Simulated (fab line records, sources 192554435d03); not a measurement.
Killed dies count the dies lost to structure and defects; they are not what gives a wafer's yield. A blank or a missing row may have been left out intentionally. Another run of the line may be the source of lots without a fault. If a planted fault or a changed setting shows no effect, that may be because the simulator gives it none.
Chamber matching :: flow n5Finfet :: 4 sister chambers for N5_BEOL_M6_ETCH_61 on rieDiel-05
The step etches SiARC in CF4, target depth 45.5 nm, time 75.8 s. 8 wafers are shown with their chamber, then 7 later ones without.

WAFERS, EACH WITH ITS CHAMBER
wafer: L082.5
chamber: 0
etchRfOnTimeS (s): 74.3
throttleValvePct (%): 15.97

wafer: L081.2
chamber: 2
etchRfOnTimeS (s): 78.3
throttleValvePct (%): 15.33

wafer: L081.3
chamber: 3
etchRfOnTimeS (s): 80.1
throttleValvePct (%): 15.77

wafer: L086.1
chamber: 3
etchRfOnTimeS (s): 78.5
throttleValvePct (%): 15.30

wafer: L086.2
chamber: 0
etchRfOnTimeS (s): 73.4
throttleValvePct (%): 16.00

wafer: L086.4
chamber: 1
etchRfOnTimeS (s): 77.0
throttleValvePct (%): 15.53

wafer: L090.1
chamber: 2
etchRfOnTimeS (s): 79.2
throttleValvePct (%): 15.39

wafer: L090.4
chamber: 1
etchRfOnTimeS (s): 76.3
throttleValvePct (%): 15.55

WAFERS MISSING THEIR CHAMBER
wafer: L090.5
etchRfOnTimeS (s): 73.7
throttleValvePct (%): 16.02

wafer: L092.1
etchRfOnTimeS (s): 74.8
throttleValvePct (%): 16.01

wafer: L092.2
etchRfOnTimeS (s): 79.5
throttleValvePct (%): 15.38

wafer: L092.5
etchRfOnTimeS (s): 79.5
throttleValvePct (%): 15.40

wafer: L096.3
etchRfOnTimeS (s): 77.5
throttleValvePct (%): 15.59

wafer: L096.5
etchRfOnTimeS (s): 78.1
throttleValvePct (%): 15.33

wafer: L096.6
etchRfOnTimeS (s): 78.7
throttleValvePct (%): 15.41

WHICH CHAMBER EACH ONE RAN IN
wafer: L090.5
from the rows above: 0
in truth: 0

wafer: L092.1
from the rows above: 0
in truth: 0

wafer: L092.2
from the rows above: can't be placed: 3 or 2
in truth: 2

wafer: L092.5
from the rows above: can't be placed: 3 or 2
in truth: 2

wafer: L096.3
from the rows above: can't be placed: 1 or 2 or 3
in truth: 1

wafer: L096.5
from the rows above: can't be placed: 2 or 3 or 1
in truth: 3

wafer: L096.6
from the rows above: can't be placed: 2 or 3
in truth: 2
Correctly placed: 2 of 7. From these rows, 5 cannot be placed; in 5 the true chamber is one of the candidates. Number placed wrongly: 0.
How it was worked out, from the rows above alone: a wafer's distance from a chamber is the root of the sum, over the readings, of the square of ((its reading less the chamber's mean) divided by the reading's scatter). The wafer belongs to the nearest chamber; if the next one is less than 2 further off, it can't be placed. For every chamber, the mean is computed from those of its wafers that are shown. The scatter: take each reading less its chamber's mean, square it, sum over the shown wafers, divide by the number of wafers less the number of chambers, and take the root.
